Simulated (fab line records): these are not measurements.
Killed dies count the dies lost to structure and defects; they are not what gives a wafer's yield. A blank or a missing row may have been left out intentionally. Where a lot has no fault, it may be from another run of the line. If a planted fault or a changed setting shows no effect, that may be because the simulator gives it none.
The tool behind it: which one?    flow n5_finfet    Sampling: 21 lots, 63 wafers, 4 of 1938 route steps

== WHAT THE GAUGES READ, wafer by wafer ==
N5_HKMG_FIN_INSPECT_61: inspects for defects (macro). Usual: raw_defect_count reads 2.0 (standard deviation 1.5).
lot   measured     on                 raw_defect_count  flag
L074  day 4 02:55  defect_inspect-02  2 2 2             
L075  day 4 05:26  defect_inspect-01  0 1 0             
L076  day 4 12:18  defect_inspect-01  0 2 1             
L077  day 4 17:44  defect_inspect-01  4 3 2             
L078  day 5 02:40  defect_inspect-01  3 1 4             
L079  day 5 08:16  defect_inspect-01  0 5 1             
L080  day 5 10:46  defect_inspect-02  0 4 0             
L082  day 5 22:55  defect_inspect-01  5 1 2             
L083  day 6 03:57  defect_inspect-02  2 2 4             
L085  day 6 19:50  defect_inspect-02  1 2 3             
L086  day 6 22:29  defect_inspect-02  2 0 2             
L087  day 7 05:34  defect_inspect-01  1 4 8             
L089  day 7 16:41  defect_inspect-01  8 1 3             
L090  day 8 01:38  defect_inspect-01  3 2 1             
L091  day 8 04:01  defect_inspect-01  2 1 0             
L092  day 8 10:11  defect_inspect-01  0 2 3             
L093  day 8 15:13  defect_inspect-02  1 4 2             
L094  day 9 02:52  defect_inspect-02  3 1 1             
L095  day 9 06:02  defect_inspect-02  5 3 3             
L096  day 9 14:12  defect_inspect-02  1 2 4             
L097  day 9 21:55  defect_inspect-01  3 1 4             

== WHICH TOOL RAN EACH LOT (tool, then ch and the chambers of the sampled wafers, then the start) ==
lot   N5_SDB_DESCUM_16                   N5_DUMMY_REMOVAL_HM_STRIP_01       N5_HKMG_FIN_HK_ANNEAL_02
L074  rie_diel-05 ch 0,1,2, day 3 21:11  rie_diel-06 ch 2,3, day 4 01:22    rtp_anneal-01 ch 0, day 4 02:07
L075  rie_diel-04 ch 2,3, day 3 23:57    rie_diel-03 ch 0,2,3, day 4 03:53  rtp_anneal-02 ch 0, day 4 04:43
L076  rie_diel-01 ch 2,3, day 4 06:52    rie_diel-03 ch 0,2, day 4 10:45    rtp_anneal-02 ch 0, day 4 11:31
L077  rie_diel-01 ch 1,2, day 4 11:55    rie_diel-03 ch 0,2,3, day 4 16:09  rtp_anneal-02 ch 0, day 4 16:58
L078  rie_diel-01 ch 0,1,2, day 4 20:52  rie_diel-03 ch 0,2,3, day 5 00:44  rtp_anneal-01 ch 0, day 5 01:44
L079  rie_diel-05 ch 1,2, day 5 02:19    rie_diel-02 ch 0,1,2, day 5 06:37  rtp_anneal-02 ch 0, day 5 07:27
L080  rie_diel-05 ch 1,2, day 5 05:20    rie_diel-02 ch 1,2,3, day 5 09:17  rtp_anneal-02 ch 0, day 5 10:05
L082  rie_diel-04 ch 0,1, day 5 17:36    rie_diel-03 ch 1,2,3, day 5 21:29  rtp_anneal-01 ch 0, day 5 22:14
L083  rie_diel-04 ch 0,1, day 5 22:11    rie_diel-03 ch 1,2,3, day 6 02:31  rtp_anneal-02 ch 0, day 6 03:15
L085  rie_diel-01 ch 1,3, day 6 13:23    rie_diel-02 ch 0,3, day 6 18:17    rtp_anneal-02 ch 0, day 6 19:03
L086  rie_diel-04 ch 1,2, day 6 16:39    rie_diel-02 ch 0,1,3, day 6 20:40  rtp_anneal-01 ch 0, day 6 21:41
L087  rie_diel-01 ch 1,2, day 6 23:52    rie_diel-02 ch 0,3, day 7 03:48    rtp_anneal-01 ch 0, day 7 04:49
L089  rie_diel-05 ch 0,1,2, day 7 10:26  rie_diel-03 ch 0,1,2, day 7 15:02  rtp_anneal-02 ch 0, day 7 15:59
L090  rie_diel-01 ch 1,3, day 7 19:58    rie_diel-06 ch 1,2, day 8 00:04    rtp_anneal-01 ch 0, day 8 00:50
L091  rie_diel-05 ch 0,1,3, day 7 21:41  rie_diel-06 ch 2,3, day 8 02:28    rtp_anneal-02 ch 0, day 8 03:14
L092  rie_diel-01 ch 0,1,2, day 8 04:44  rie_diel-03 ch 1,3, day 8 08:38    rtp_anneal-01 ch 0, day 8 09:22
L093  rie_diel-05 ch 1,2,3, day 8 09:47  rie_diel-03 ch 1,2,3, day 8 13:40  rtp_anneal-02 ch 0, day 8 14:26
L094  rie_diel-01 ch 0,1, day 8 21:16    rie_diel-06 ch 0,2, day 9 01:17    rtp_anneal-01 ch 0, day 9 02:14
L095  rie_diel-01 ch 0,2,3, day 9 00:35  rie_diel-06 ch 0,1,2, day 9 04:28  rtp_anneal-01 ch 0, day 9 05:16
L096  rie_diel-04 ch 0,1,2, day 9 07:50  rie_diel-06 ch 0,1, day 9 12:16    rtp_anneal-02 ch 0, day 9 13:19
L097  rie_diel-01 ch 1,2, day 9 15:59    rie_diel-06 ch 1,3, day 9 20:03    rtp_anneal-01 ch 0, day 9 21:08
- N5_SDB_DESCUM_16: chemistry O2, time 7.9 s.
- N5_DUMMY_REMOVAL_HM_STRIP_01: strips SiNx in CH3F/O2, stops on poly-Si, target depth 4 nm, time 6.8 s.
- N5_HKMG_FIN_HK_ANNEAL_02: time 30 s.

== AS READ BY THE TOOLS THEMSELVES (means over the sampled wafers that have a number; for cases with no such wafer, the mark the record gives instead) ==
N5_SDB_DESCUM_16. Usual: drypump_motor_current_A 5.7 A, standard deviation 0.46; o2_flow_sccm 225.1 sccm, standard deviation 0.7; oes_product_au 0.83 a.u., standard deviation 0.098; rf_vpp_V 243.1 V, standard deviation 1; showerhead_plenum_p_Torr 2.09 Torr, standard deviation 0.046; throttle_valve_pct 20.5 %, standard deviation 0.31.
lot   tool         drypump_motor_current_A (A)  o2_flow_sccm (sccm)  oes_product_au (a.u.)  rf_vpp_V (V)  showerhead_plenum_p_Torr (Torr)  throttle_valve_pct (%)  flag
L074  rie_diel-05  5.9                          224.9                0.89                   242.8         2.07                             20.5                    
L075  rie_diel-04  5.8                          225.6                0.68                   243.2         2.07                             20.6                    
L076  rie_diel-01  5.5                          224.8                0.81                   243.8         2.15                             20.3                    
L077  rie_diel-01  5.6                          225.0                0.74                   243.2         2.12                             20.9                    
L078  rie_diel-01  5.8                          225.5                0.76                   244.1         2.13                             20.7                    
L079  rie_diel-05  6.4                          224.7                0.80                   242.9         2.07                             20.7                    
L080  rie_diel-05  6.4                          224.4                0.81                   243.8         2.07                             20.7                    
L082  rie_diel-04  5.7                          224.1                0.85                   243.3         2.06                             20.3                    
L083  rie_diel-04  5.6                          225.2                0.87                   242.7         2.10                             20.3                    
L085  rie_diel-01  5.9                          225.0                0.73                   243.8         2.09                             20.9                    
L086  rie_diel-04  5.4                          225.3                0.93                   243.2         2.12                             20.4                    
L087  rie_diel-01  5.6                          225.0                0.72                   243.9         2.11                             20.9                    
L089  rie_diel-05  5.8                          225.1                0.83                   242.5         2.05                             20.5                    
L090  rie_diel-01  5.8                          225.4                0.73                   243.4         2.08                             20.9                    
L091  rie_diel-05  5.3                          225.1                0.89                   243.3         2.05                             20.4                    
L092  rie_diel-01  5.8                          224.6                0.74                   243.4         2.12                             20.7                    
L093  rie_diel-05  5.8                          225.6                0.85                   242.4         2.06                             20.5                    
L094  rie_diel-01  5.9                          224.9                0.72                   242.8         2.09                             21.0                    
L095  rie_diel-01  5.9                          225.3                0.77                   242.7         2.12                             20.4                    
L096  rie_diel-04  5.6                          225.6                0.85                   242.4         2.07                             20.4                    
L097  rie_diel-01  5.6                          224.6                0.71                   243.1         2.11                             20.9                    

N5_DUMMY_REMOVAL_HM_STRIP_01. Usual: CH3F_flow_sccm 30.01 sccm, standard deviation 0.093; drypump_motor_current_A 5.5 A, standard deviation 0.56; oes_product_au 0.64 a.u., standard deviation 0.065; rf_vpp_V 127.4 V, standard deviation 1; showerhead_plenum_p_Torr 1.99 Torr, standard deviation 0.088; throttle_valve_pct 16.41 %, standard deviation 0.23.
lot   tool         CH3F_flow_sccm (sccm)  drypump_motor_current_A (A)  oes_product_au (a.u.)  rf_vpp_V (V)  showerhead_plenum_p_Torr (Torr)  throttle_valve_pct (%)  flag
L074  rie_diel-06  30.05                  4.7                          0.63                   127.2         2.00                             16.50                   
L075  rie_diel-03  30.14                  5.9                          0.64                   127.6         1.97                             16.29                   
L076  rie_diel-03  30.07                  5.5                          0.69                   126.3         2.00                             16.31                   
L077  rie_diel-03  29.98                  5.9                          0.64                   126.3         1.97                             16.31                   
L078  rie_diel-03  30.10                  5.9                          0.64                   127.3         1.97                             16.32                   
L079  rie_diel-02  30.10                  5.6                          0.64                   126.5         1.93                             16.52                   
L080  rie_diel-02  29.91                  5.7                          0.62                   127.7         2.01                             16.52                   
L082  rie_diel-03  30.01                  5.6                          0.69                   127.0         1.99                             16.21                   
L083  rie_diel-03  29.97                  5.6                          0.68                   127.2         1.99                             16.22                   
L085  rie_diel-02  30.03                  5.8                          0.60                   126.6         1.93                             16.59                   
L086  rie_diel-02  30.04                  5.7                          0.59                   127.4         1.97                             16.67                   
L087  rie_diel-02  30.03                  5.9                          0.58                   127.4         2.00                             16.60                   
L089  rie_diel-03  30.02                  5.4                          0.67                   127.4         2.05                             16.23                   
L090  rie_diel-06  29.97                  5.2                          0.62                   128.1         2.07                             16.40                   
L091  rie_diel-06  29.99                  4.7                          0.64                   127.2         1.99                             16.42                   
L092  rie_diel-03  29.93                  6.0                          0.62                   127.1         1.96                             16.24                   
L093  rie_diel-03  30.05                  5.6                          0.66                   127.3         1.98                             16.24                   
L094  rie_diel-06  29.95                  5.2                          0.57                   126.2         1.95                             16.73                   
L095  rie_diel-06  29.97                  5.4                          0.60                   127.0         1.99                             16.59                   
L096  rie_diel-06  29.96                  6.0                          0.60                   127.6         1.96                             16.60                   
L097  rie_diel-06  30.01                  5.0                          0.66                   128.0         2.03                             16.28                   

N5_HKMG_FIN_HK_ANNEAL_02. Usual: lamp_power_pct 8.80 %, standard deviation 0.051; lamp_zone_1_pct 8.797 %, standard deviation 0.012; lamp_zone_6_pct 8.726 %, standard deviation 0.011; wafer_temp_C_max 703.0, standard deviation 0.61.
lot   tool           lamp_power_pct (%)  lamp_zone_1_pct (%)  lamp_zone_6_pct (%)  wafer_temp_C_max  flag
L074  rtp_anneal-01  8.82                8.804                8.732                703.4             
L075  rtp_anneal-02  8.83                8.790                8.733                703.0             
L076  rtp_anneal-02  8.82                8.797                8.733                703.0             
L077  rtp_anneal-02  8.75                8.804                8.733                702.5             
L078  rtp_anneal-01  8.84                8.798                8.735                703.8             
L079  rtp_anneal-02  8.75                8.786                8.719                702.5             
L080  rtp_anneal-02  8.78                8.806                8.729                702.8             
L082  rtp_anneal-01  8.81                8.796                8.722                703.6             
L083  rtp_anneal-02  8.86                8.795                8.722                702.8             
L085  rtp_anneal-02  8.86                8.796                8.718                703.5             
L086  rtp_anneal-01  8.76                8.789                8.726                702.5             
L087  rtp_anneal-01  8.77                8.790                8.730                703.0             
L089  rtp_anneal-02  8.76                8.788                8.715                703.1             
L090  rtp_anneal-01  8.80                8.801                8.722                703.2             
L091  rtp_anneal-02  8.84                8.791                8.731                702.9             
L092  rtp_anneal-01  8.78                8.792                8.721                703.3             
L093  rtp_anneal-02  8.80                8.808                8.716                702.7             
L094  rtp_anneal-01  8.74                8.805                8.725                703.0             
L095  rtp_anneal-01  8.74                8.796                8.727                703.4             
L096  rtp_anneal-02  8.84                8.806                8.725                703.1             
L097  rtp_anneal-01  8.78                8.793                8.720                702.8             

== THE ANSWER, worked out from the rows above alone ==
Rule: lot off if the mean of its wafers having a number is beyond 3 standard deviations from the usual mean. Also off: a lot with no number at a reading for which 4 or more lots have one. Any other lot the step has rows for is counted as sound. After the gauges, taken in route order, come the tools' own readings; for these a lot's mean is taken, as printed above. At the first step where some lot is off, the reading lying furthest off is the one used; lots without a number count as furthest.
No lot is off at any reading shown: from this, nothing can be told.

== WHAT THE SIMULATOR HAD PUT IN ==
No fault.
